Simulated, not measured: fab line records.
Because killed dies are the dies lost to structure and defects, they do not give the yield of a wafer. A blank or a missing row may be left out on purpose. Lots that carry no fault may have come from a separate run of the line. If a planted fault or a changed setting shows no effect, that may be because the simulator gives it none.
Which tool was responsible?	flow n5 finfet	23 lots with 69 wafers sampled at 6 steps, on a route of 1938 steps

== WHAT THE GAUGES READ, wafer by wafer ==
The record lacks any reading of a measuring or inspecting step that a usual standard deviation could be used to judge.

== WHICH TOOL RAN EACH LOT (tool, then ch and the chambers of the sampled wafers, then the start) ==
lot	N5_BEOL_M3_DESCUM_33	N5_BEOL_M3_ALD_98	N5_BEOL_M3_ETCH_70	N5_BEOL_M3_PRE_CLEAN_45	N5_BEOL_M3_ALD_84	N5_BEOL_M3_SPUTTER_79
L074	rie diel-03 ch 0,2,3, day 7 07:25	ald sin-04 ch 0,1, day 7 07:36	rie diel-01 ch 0,2,3, day 7 15:26	pvd sputter-02, day 7 16:39	ald metal-03 ch 1,2, day 7 16:43	pvd sputter-01, day 7 17:23
L075	rie diel-02 ch 1,2,3, day 8 03:24	ald sin-04 ch 1,2,3, day 8 03:32	rie diel-01 ch 0,1,3, day 8 04:40	pvd sputter-01, day 8 05:32	ald metal-03 ch 0,1,3, day 8 05:37	pvd sputter-01, day 8 06:38
L076	rie diel-01 ch 0,3, day 8 06:38	ald sin-04 ch 1,2, day 8 06:55	rie diel-03 ch 0,2,3, day 8 07:56	pvd sputter-01, day 8 09:03	ald metal-02 ch 0,2,3, day 8 09:08	pvd sputter-02, day 8 10:10
L077	rie diel-01 ch 1,3, day 8 09:55	ald sin-02 ch 0,1,2, day 8 10:14	rie diel-01 ch 0,1,3, day 8 10:44	pvd sputter-01, day 8 11:41	ald metal-03 ch 0,2,3, day 8 11:45	pvd sputter-03, day 8 12:30
L078	rie diel-02 ch 0,1,3, day 8 12:32	ald sin-02 ch 2,3, day 8 13:09	rie diel-02 ch 0,3, day 8 15:26	pvd sputter-01, day 8 16:32	ald metal-03 ch 0,2, day 8 16:35	pvd sputter-03, day 8 17:28
L079	rie diel-01 ch 0,3, day 8 16:47	ald sin-02 ch 1,2, day 8 17:16	rie diel-03 ch 0,1,3, day 8 21:01	pvd sputter-02, day 8 21:47	ald metal-03 ch 0,2, day 8 21:50	pvd sputter-03, day 8 22:34
L080	rie diel-03 ch 0,2,3, day 9 00:05	ald sin-03 ch 2,3, day 9 00:13	rie diel-01 ch 1,3, day 9 01:51	pvd sputter-01, day 9 03:46	ald metal-03 ch 0,2,3, day 9 03:49	pvd sputter-03, day 9 04:36
L081	rie diel-03 ch 1,3, day 9 03:15	ald sin-02 ch 1,2,3, day 9 03:40	rie diel-01 ch 0,1,3, day 9 03:50	pvd sputter-01, day 9 04:44	ald metal-02 ch 0,1,3, day 9 04:49	pvd sputter-03, day 9 06:44
L082	rie diel-03 ch 0,1,2, day 9 04:03	ald sin-02 ch 1,2,3, day 9 04:14	rie diel-01 ch 0,1,3, day 9 19:18	pvd sputter-01, day 9 20:11	ald metal-04 ch 0,2,3, day 9 20:19	pvd sputter-03, day 9 21:05
L083	rie diel-03 ch 0,1, day 9 10:08	ald sin-04 ch 0,1,3, day 9 10:16	rie diel-02 ch 2,3, day 9 22:19	pvd sputter-03, day 9 23:05	ald metal-02 ch 2,3, day 9 23:09	pvd sputter-01, day 9 23:54
L084	rie diel-02 ch 1,2,3, day 9 15:04	ald sin-02 ch 1,2,3, day 9 15:12	rie diel-02 ch 0,1,3, day 9 22:46	pvd sputter-02, day 9 23:22	ald metal-04 ch 0,1,2, day 9 23:28	pvd sputter-02, day 10 00:18
L085	rie diel-03 ch 1,2, day 9 21:22	ald sin-03 ch 0,1, day 9 21:32	rie diel-01 ch 1,2, day 10 05:46	pvd sputter-03, day 10 06:34	ald metal-02 ch 0,2, day 10 06:43	pvd sputter-01, day 10 09:49
L086	rie diel-02 ch 0,1, day 10 08:16	ald sin-03 ch 2,3, day 10 08:24	rie diel-03 ch 0,1, day 10 14:23	pvd sputter-02, day 10 15:11	ald metal-04 ch 0,1, day 10 15:14	pvd sputter-02, day 10 16:12
L087	rie diel-01 ch 0,2, day 10 20:23	ald sin-04 ch 1,3, day 10 20:31	rie diel-02 ch 1,2, day 10 22:06	pvd sputter-01, day 11 00:11	ald metal-03 ch 0,1, day 11 00:25	pvd sputter-01, day 11 01:07
L088	rie diel-03 ch 0,1, day 11 02:13	ald sin-03 ch 0,1,2, day 11 02:20	rie diel-02 ch 2,3, day 11 05:40	pvd sputter-02, day 11 06:19	ald metal-02 ch 2,3, day 11 06:22	pvd sputter-02, day 11 07:22
L090	rie diel-02 ch 0,2,3, day 11 10:29	ald sin-03 ch 0,1,2, day 11 10:37	rie diel-02 ch 1,2,3, day 11 11:53	pvd sputter-01, day 11 12:42	ald metal-02 ch 0,1,2, day 11 12:52	pvd sputter-01, day 11 13:42
L089	rie diel-02 ch 0,3, day 11 15:19	ald sin-02 ch 1,2, day 11 15:27	rie diel-03 ch 0,2,3, day 11 15:56	pvd sputter-02, day 11 18:03	ald metal-04 ch 0,1,2, day 11 18:07	pvd sputter-01, day 11 18:52
L093	rie diel-01 ch 0,1,3, day 11 22:49	ald sin-02 ch 0,2,3, day 11 22:57	rie diel-03 ch 1,2,3, day 12 10:34	pvd sputter-01, day 12 12:20	ald metal-02 ch 0,1,2, day 12 12:25	pvd sputter-01, day 12 13:07
L092	rie diel-01 ch 1,2, day 11 23:04	ald sin-04 ch 2,3, day 11 23:12	rie diel-01 ch 0,1,3, day 12 10:27	pvd sputter-01, day 12 12:16	ald metal-03 ch 0,1, day 12 12:20	pvd sputter-03, day 12 13:22
L094	rie diel-03 ch 1,2,3, day 12 00:25	ald sin-02 ch 0,1,2, day 12 00:33	rie diel-03 ch 0,2,3, day 12 14:41	pvd sputter-02, day 12 15:42	ald metal-03 ch 1,2,3, day 12 15:46	pvd sputter-03, day 12 16:31
L095	rie diel-01 ch 1,2, day 12 05:41	ald sin-02 ch 0,1,3, day 12 06:50	rie diel-02 ch 1,3, day 12 15:38	pvd sputter-03, day 12 16:15	ald metal-02 ch 1,2,3, day 12 16:24	pvd sputter-03, day 12 18:26
L096	rie diel-01 ch 0,2,3, day 12 13:27	ald sin-03 ch 0,2,3, day 12 13:35	rie diel-03 ch 0,2,3, day 12 21:32	pvd sputter-03, day 12 22:28	ald metal-02 ch 1,2,3, day 12 22:32	pvd sputter-02, day 12 23:31
L097	rie diel-01 ch 0,1, day 13 04:27	ald sin-02 ch 1,2, day 13 04:42	rie diel-03 ch 2,3, day 13 08:59	pvd sputter-03, day 13 10:12	ald metal-03 ch 1,2, day 13 10:17	pvd sputter-01, day 13 11:10
- N5_BEOL_M3_DESCUM_33: chemistry O2, time 7 s.
- N5_BEOL_M3_ALD_98: deposits SiO2, target thk 2.5 nm, pulse time 1 s, co reactant pulse time 1 s.
- N5_BEOL_M3_ETCH_70: etches SOC in N2/H2, target depth 80 nm, overetch 16 nm, time 120 s.
- N5_BEOL_M3_PRE_CLEAN_45: time 30 s.
- N5_BEOL_M3_ALD_84: deposits TaN, pulse time 2 s, purge time 3 s, co reactant purge time 2 s.
- N5_BEOL_M3_SPUTTER_79: material Cu, target thk 4.5 nm, time 8.29 s.

== WHAT THE TOOLS THEMSELVES READ (means of the sampled wafers that have a number; where no wafer has one, the mark that the record gives instead) ==
N5_BEOL_M3_DESCUM_33. Usual: chamber pressure mTorr 20.000 mTorr, standard deviation 0.018; drypump motor current A 6.0 A, standard deviation 0.37; oes product au 0.79 a.u., standard deviation 0.072; rf vpp V 242.8 V, standard deviation 1.5; showerhead plenum p Torr 2.08 Torr, standard deviation 0.074; throttle valve pct 20.52 %, standard deviation 0.2.
lot	tool	chamber pressure mTorr (mTorr)	drypump motor current A (A)	oes product au (a.u.)	rf vpp V (V)	showerhead plenum p Torr (Torr)	throttle valve pct (%)	flag
L074	rie diel-03	20.011	5.8	0.80	243.4	2.14	20.43	
L075	rie diel-02	20.001	6.0	0.78	241.8	2.02	20.50	
L076	rie diel-01	20.004	5.9	0.76	243.1	2.10	20.50	
L077	rie diel-01	20.007	6.2	0.84	241.9	2.06	20.53	
L078	rie diel-02	19.988	5.9	0.77	242.3	2.07	20.48	
L079	rie diel-01	19.988	5.9	0.76	242.8	2.10	20.50	
L080	rie diel-03	20.009	5.8	0.78	243.1	2.14	20.45	
L081	rie diel-03	19.994	5.8	0.81	243.0	2.12	20.09	
L082	rie diel-03	19.993	6.0	0.76	242.2	2.04	20.61	
L083	rie diel-03	19.999	6.1	0.78	241.3	1.99	20.48	
L084	rie diel-02	19.983	5.9	0.77	241.8	2.01	20.51	
L085	rie diel-03	20.000	6.1	0.74	240.7	1.98	20.53	
L086	rie diel-02	20.001	6.3	0.72	242.9	2.11	20.51	
L087	rie diel-01	20.006	5.8	0.83	243.6	2.11	20.58	
L088	rie diel-03	19.981	6.1	0.77	242.2	1.99	20.49	
L090	rie diel-02	19.996	6.1	0.71	243.1	2.05	20.55	
L089	rie diel-02	20.009	5.7	0.76	242.2	2.06	20.53	
L093	rie diel-01	20.000	6.1	0.77	242.8	2.07	20.55	
L092	rie diel-01	19.992	6.0	0.87	243.8	2.07	20.62	
L094	rie diel-03	20.007	5.9	0.75	242.6	2.07	20.41	
L095	rie diel-01	19.993	5.8	0.89	243.3	2.11	20.62	
L096	rie diel-01	19.991	5.8	0.79	243.7	2.10	20.56	
L097	rie diel-01	19.992	6.2	0.80	242.1	2.05	20.62	

N5_BEOL_M3_ALD_98. Usual: chamber pressure Torr 2.000 Torr, standard deviation 0.0048; heater power w 79 W, standard deviation 9; precursor pulse height rel 1.000, standard deviation 0.02.
lot	tool	chamber pressure Torr (Torr)	heater power w (W)	precursor pulse height rel	flag
L074	ald sin-04	1.996	76	1.003	
L075	ald sin-04	1.999	87	1.013	
L076	ald sin-04	1.998	79	0.993	
L077	ald sin-02	1.998	82	0.977	
L078	ald sin-02	1.999	75	1.003	
L079	ald sin-02	2.001	77	1.004	
L080	ald sin-03	1.998	64	0.994	
L081	ald sin-02	2.000	77	1.001	
L082	ald sin-02	1.996	76	1.003	
L083	ald sin-04	2.002	85	0.997	
L084	ald sin-02	2.001	76	0.999	
L085	ald sin-03	2.001	85	1.015	
L086	ald sin-03	2.004	69	1.009	
L087	ald sin-04	1.999	90	0.980	
L088	ald sin-03	1.998	82	1.003	
L090	ald sin-03	2.003	83	1.009	
L089	ald sin-02	2.006	78	1.005	
L093	ald sin-02	1.998	80	1.018	
L092	ald sin-04	2.000	94	0.989	
L094	ald sin-02	2.001	82	0.992	
L095	ald sin-02	2.000	82	0.986	
L096	ald sin-03	1.998	73	1.003	
L097	ald sin-02	1.999	78	0.992	

N5_BEOL_M3_ETCH_70. Usual: chamber pressure mTorr 30.002 mTorr, standard deviation 0.027; drypump motor current A 6.0 A, standard deviation 0.38; oes product au 0.59 a.u., standard deviation 0.048; rf vpp V 522.7 V, standard deviation 2.7; showerhead plenum p Torr 2.50 Torr, standard deviation 0.092; throttle valve pct 17.91 %, standard deviation 0.22.
lot	tool	chamber pressure mTorr (mTorr)	drypump motor current A (A)	oes product au (a.u.)	rf vpp V (V)	showerhead plenum p Torr (Torr)	throttle valve pct (%)	flag
L074	rie diel-01	30.003	5.8	0.57	525.0	2.56	18.03	
L075	rie diel-01	30.020	6.1	0.61	524.5	2.52	17.84	
L076	rie diel-03	29.983	5.8	0.61	525.9	2.60	17.84	
L077	rie diel-01	29.997	6.1	0.61	523.6	2.52	17.85	
L078	rie diel-02	30.003	5.7	0.60	523.1	2.52	17.89	
L079	rie diel-03	30.006	5.9	0.62	524.2	2.54	17.73	
L080	rie diel-01	30.017	6.1	0.60	524.0	2.51	17.83	
L081	rie diel-01	30.004	6.1	0.61	522.6	2.52	17.85	
L082	rie diel-01	29.996	6.1	0.60	523.7	2.52	17.86	
L083	rie diel-02	29.998	5.8	0.59	520.4	2.45	17.92	
L084	rie diel-02	29.999	5.9	0.59	523.6	2.51	17.88	
L085	rie diel-01	30.009	6.0	0.69	523.4	2.52	17.91	
L086	rie diel-03	29.997	6.1	0.60	520.9	2.42	17.91	
L087	rie diel-02	29.990	6.5	0.55	520.1	2.42	17.94	
L088	rie diel-02	30.025	6.2	0.56	520.2	2.42	17.96	
L090	rie diel-02	30.023	6.0	0.58	521.0	2.44	17.91	
L089	rie diel-03	30.016	5.8	0.59	525.0	2.59	17.89	
L093	rie diel-03	30.010	5.9	0.57	522.8	2.51	17.81	
L092	rie diel-01	30.006	6.1	0.59	523.0	2.51	17.90	
L094	rie diel-03	30.012	5.8	0.58	524.7	2.59	17.90	
L095	rie diel-02	30.003	5.6	0.59	520.7	2.45	17.89	
L096	rie diel-03	29.984	5.8	0.58	524.7	2.59	17.91	
L097	rie diel-03	29.983	5.8	0.55	523.9	2.57	17.95	

N5_BEOL_M3_PRE_CLEAN_45. Usual: heater power w reads 340 W (standard deviation 20).
lot	tool	heater power w (W)	flag
L074	pvd sputter-02	369	
L075	pvd sputter-01	327	
L076	pvd sputter-01	344	
L077	pvd sputter-01	324	
L078	pvd sputter-01	330	
L079	pvd sputter-02	368	
L080	pvd sputter-01	325	
L081	pvd sputter-01	332	
L082	pvd sputter-01	323	
L083	pvd sputter-03	362	
L084	pvd sputter-02	333	
L085	pvd sputter-03	337	
L086	pvd sputter-02	349	
L087	pvd sputter-01	331	
L088	pvd sputter-02	352	
L090	pvd sputter-01	328	
L089	pvd sputter-02	352	
L093	pvd sputter-01	334	
L092	pvd sputter-01	340	
L094	pvd sputter-02	359	
L095	pvd sputter-03	350	
L096	pvd sputter-03	349	
L097	pvd sputter-03	342	

N5_BEOL_M3_ALD_84. Usual: chamber pressure Torr 3.001 Torr, standard deviation 0.0061; heater power w 422 W, standard deviation 40; precursor vessel pressure torr 26.26 Torr, standard deviation 0.053.
lot	tool	chamber pressure Torr (Torr)	heater power w (W)	precursor vessel pressure torr (Torr)	flag
L074	ald metal-03	2.994	401	26.25	
L075	ald metal-03	3.002	424	26.23	
L076	ald metal-02	3.007	451	26.27	
L077	ald metal-03	3.004	410	26.30	
L078	ald metal-03	3.002	398	26.23	
L079	ald metal-03	2.997	400	26.26	
L080	ald metal-03	2.999	408	26.23	
L081	ald metal-02	2.992	432	26.27	
L082	ald metal-04	2.993	382	26.18	
L083	ald metal-02	2.999	442	26.24	
L084	ald metal-04	3.005	444	26.28	
L085	ald metal-02	3.000	458	26.26	
L086	ald metal-04	2.997	412	26.23	
L087	ald metal-03	2.998	424	26.27	
L088	ald metal-02	3.005	443	26.26	
L090	ald metal-02	3.002	443	26.28	
L089	ald metal-04	3.007	444	26.30	
L093	ald metal-02	3.005	441	26.22	
L092	ald metal-03	3.000	421	26.25	
L094	ald metal-03	3.004	400	26.31	
L095	ald metal-02	3.004	432	26.17	
L096	ald metal-02	2.998	432	26.22	
L097	ald metal-03	3.004	403	26.25	

N5_BEOL_M3_SPUTTER_79. Usual: chuck sensor temp C -16.2 C, standard deviation 0.35; throttle valve pct 30.0 %, standard deviation 1.
lot	tool	chuck sensor temp C (C)	throttle valve pct (%)	flag
L074	pvd sputter-01	-15.6	29.8	
L075	pvd sputter-01	-15.9	29.9	
L076	pvd sputter-02	-16.3	29.9	
L077	pvd sputter-03	-16.4	29.5	
L078	pvd sputter-03	-16.3	30.3	
L079	pvd sputter-03	-16.4	29.5	
L080	pvd sputter-03	-16.3	30.1	
L081	pvd sputter-03	-16.4	30.2	
L082	pvd sputter-03	-16.4	30.5	
L083	pvd sputter-01	-16.0	29.6	
L084	pvd sputter-02	-16.0	30.1	
L085	pvd sputter-01	-15.9	30.1	
L086	pvd sputter-02	-16.4	30.6	
L087	pvd sputter-01	-15.8	29.9	
L088	pvd sputter-02	-16.3	30.0	
L090	pvd sputter-01	-15.9	29.9	
L089	pvd sputter-01	-16.0	29.8	
L093	pvd sputter-01	-16.0	29.6	
L092	pvd sputter-03	-16.4	30.4	
L094	pvd sputter-03	-16.3	30.3	
L095	pvd sputter-03	-16.2	30.2	
L096	pvd sputter-02	-16.0	30.8	
L097	pvd sputter-01	-15.9	29.6	

== THE ANSWER, worked out from the rows above alone ==
Rule: a lot is off if the mean of its wafers that have a number lies more than 3 standard deviations from the usual mean. A lot without any number at a reading at which 4 lots or more have one is off too. Any other lot the step has rows for is counted as sound. After the gauges, taken in route order, come the tools' own readings; for these a lot's mean is taken, as printed above. The first step at which some lot is off is used, and at that step the reading that is off furthest; a lot without a number counts as furthest.
No lot is off on any of the readings shown, so nothing can be concluded from this.

== WHAT THE SIMULATOR HAD INSERTED ==
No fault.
